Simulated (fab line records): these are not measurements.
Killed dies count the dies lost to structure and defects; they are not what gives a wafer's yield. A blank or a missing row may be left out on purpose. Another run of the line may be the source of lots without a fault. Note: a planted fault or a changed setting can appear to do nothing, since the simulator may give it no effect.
Chamber matching || flow nandHarc || rieDiel-01 running NHARC_P_M2_ETCH_35: 4 sister chambers
The step etches the open film in N2/H2, target depth 40 nm, overetch 12 nm, time 43.94 s. 22 wafers are shown with their chamber, then 11 later ones without.

== EACH WAFER AND ITS CHAMBER ==
{"wafer": "L074.1", "chamber": 1, "drypumpMotorCurrentA (A)": 6.0, "rfVppV (V)": 428, "oesProductAu (a.u.)": 1.006}
{"wafer": "L074.3", "chamber": 3, "drypumpMotorCurrentA (A)": 6.0, "rfVppV (V)": 427, "oesProductAu (a.u.)": 1.016}
{"wafer": "L074.6", "chamber": 2, "drypumpMotorCurrentA (A)": 5.7, "rfVppV (V)": 427, "oesProductAu (a.u.)": 1.013}
{"wafer": "L078.2", "chamber": 3, "drypumpMotorCurrentA (A)": 6.0, "rfVppV (V)": 426, "oesProductAu (a.u.)": 0.997}
{"wafer": "L078.3", "chamber": 0, "drypumpMotorCurrentA (A)": 5.9, "rfVppV (V)": 429, "oesProductAu (a.u.)": 0.987}
{"wafer": "L078.5", "chamber": 2, "drypumpMotorCurrentA (A)": 5.7, "rfVppV (V)": 427, "oesProductAu (a.u.)": 1.005}
{"wafer": "L080.1", "chamber": 1, "drypumpMotorCurrentA (A)": 5.9, "rfVppV (V)": 426, "oesProductAu (a.u.)": 1.001}
{"wafer": "L080.4", "chamber": 0, "drypumpMotorCurrentA (A)": 6.0, "rfVppV (V)": 430, "oesProductAu (a.u.)": 1.003}
{"wafer": "L080.6", "chamber": 0, "drypumpMotorCurrentA (A)": 6.0, "rfVppV (V)": 431, "oesProductAu (a.u.)": 1.004}
{"wafer": "L086.2", "chamber": 1, "drypumpMotorCurrentA (A)": 5.9, "rfVppV (V)": 426, "oesProductAu (a.u.)": 0.995}
{"wafer": "L086.3", "chamber": 0, "drypumpMotorCurrentA (A)": 5.9, "rfVppV (V)": 430, "oesProductAu (a.u.)": 0.983}
{"wafer": "L086.6", "chamber": 2, "drypumpMotorCurrentA (A)": 5.6, "rfVppV (V)": 427, "oesProductAu (a.u.)": 1.010}
{"wafer": "L089.1", "chamber": 0, "drypumpMotorCurrentA (A)": 6.0, "rfVppV (V)": 430, "oesProductAu (a.u.)": 0.994}
{"wafer": "L089.4", "chamber": 1, "drypumpMotorCurrentA (A)": 6.0, "rfVppV (V)": 427, "oesProductAu (a.u.)": 1.003}
{"wafer": "L089.6", "chamber": 2, "drypumpMotorCurrentA (A)": 5.7, "rfVppV (V)": 426, "oesProductAu (a.u.)": 1.002}
{"wafer": "L090.1", "chamber": 0, "drypumpMotorCurrentA (A)": 5.9, "rfVppV (V)": 431, "oesProductAu (a.u.)": 0.977}
{"wafer": "L090.5", "chamber": 2, "drypumpMotorCurrentA (A)": 5.6, "rfVppV (V)": 427, "oesProductAu (a.u.)": 0.999}
{"wafer": "L090.6", "chamber": 3, "drypumpMotorCurrentA (A)": 6.0, "rfVppV (V)": 427, "oesProductAu (a.u.)": 1.011}
{"wafer": "L091.2", "chamber": 1, "drypumpMotorCurrentA (A)": 6.0, "rfVppV (V)": 426, "oesProductAu (a.u.)": 0.998}
{"wafer": "L091.3", "chamber": 0, "drypumpMotorCurrentA (A)": 6.0, "rfVppV (V)": 430, "oesProductAu (a.u.)": 0.991}
{"wafer": "L091.6", "chamber": 2, "drypumpMotorCurrentA (A)": 5.7, "rfVppV (V)": 426, "oesProductAu (a.u.)": 1.005}
{"wafer": "L092.4", "chamber": 1, "drypumpMotorCurrentA (A)": 5.9, "rfVppV (V)": 426, "oesProductAu (a.u.)": 0.996}

SIGNATURES, as means of the wafers listed above
{"reading": "drypumpMotorCurrentA", "chamber 0": 5.957, "chamber 1": 5.950, "chamber 2": 5.667, "chamber 3": 6.000, "scatter within a chamber": 0.0503}
{"reading": "rfVppV", "chamber 0": 430.14, "chamber 1": 426.50, "chamber 2": 426.67, "chamber 3": 426.67, "scatter within a chamber": 0.681}
{"reading": "oesProductAu", "chamber 0": 0.99129, "chamber 1": 0.99983, "chamber 2": 1.00567, "chamber 3": 1.00800, "scatter within a chamber": 0.0075}
Rule: for a wafer and a chamber, the distance is found by dividing, reading by reading, the gap between the wafer's reading and the chamber's mean by the reading's scatter, squaring, summing and taking the root. The wafer belongs to the nearest chamber; if the next one is less than 2 further off, it can't be placed. The scatter: take each reading less its chamber's mean, square it, sum over the shown wafers, divide by the number of wafers less the number of chambers, and take the root.

== WAFERS MISSING THEIR CHAMBER ==
{"wafer": "L092.5", "drypumpMotorCurrentA (A)": 6.0, "rfVppV (V)": 430, "oesProductAu (a.u.)": 0.985}
{"wafer": "L092.6", "drypumpMotorCurrentA (A)": 6.0, "rfVppV (V)": 427, "oesProductAu (a.u.)": 1.006}
{"wafer": "L093.3", "drypumpMotorCurrentA (A)": 5.9, "rfVppV (V)": 426, "oesProductAu (a.u.)": 1.014}
{"wafer": "L093.4", "drypumpMotorCurrentA (A)": 6.0, "rfVppV (V)": 429, "oesProductAu (a.u.)": 0.990}
{"wafer": "L093.6", "drypumpMotorCurrentA (A)": 5.9, "rfVppV (V)": 426, "oesProductAu (a.u.)": 1.001}
{"wafer": "L095.2", "drypumpMotorCurrentA (A)": 5.9, "rfVppV (V)": 425, "oesProductAu (a.u.)": 0.998}
{"wafer": "L095.3", "drypumpMotorCurrentA (A)": 5.9, "rfVppV (V)": 430, "oesProductAu (a.u.)": 0.982}
{"wafer": "L095.6", "drypumpMotorCurrentA (A)": 6.0, "rfVppV (V)": 426, "oesProductAu (a.u.)": 1.020}
{"wafer": "L096.2", "drypumpMotorCurrentA (A)": 5.9, "rfVppV (V)": 427, "oesProductAu (a.u.)": 0.989}
{"wafer": "L096.4", "drypumpMotorCurrentA (A)": 6.0, "rfVppV (V)": 426, "oesProductAu (a.u.)": 1.003}
{"wafer": "L096.5", "drypumpMotorCurrentA (A)": 5.9, "rfVppV (V)": 425, "oesProductAu (a.u.)": 0.993}

== THE CHAMBER EACH PASSED THROUGH ==
{"wafer": "L092.5", "from the rows above": 0, "in truth": 0}
{"wafer": "L092.6", "from the rows above": "can't be placed: 3 or 1", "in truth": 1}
{"wafer": "L093.3", "from the rows above": "can't be placed: 1 or 3", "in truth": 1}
{"wafer": "L093.4", "from the rows above": 0, "in truth": 0}
{"wafer": "L093.6", "from the rows above": "can't be placed: 1 or 3", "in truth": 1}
{"wafer": "L095.2", "from the rows above": "can't be placed: 1 or 3", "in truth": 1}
{"wafer": "L095.3", "from the rows above": 0, "in truth": 0}
{"wafer": "L095.6", "from the rows above": "can't be placed: 3 or 1", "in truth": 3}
{"wafer": "L096.2", "from the rows above": "can't be placed: 1 or 3", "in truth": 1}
{"wafer": "L096.4", "from the rows above": "can't be placed: 3 or 1", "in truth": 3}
{"wafer": "L096.5", "from the rows above": "can't be placed: 1 or 3", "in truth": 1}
3 of 11 placed correctly. These rows do not allow placing 8 (true chamber among the candidates in 8). 0 placed wrongly.
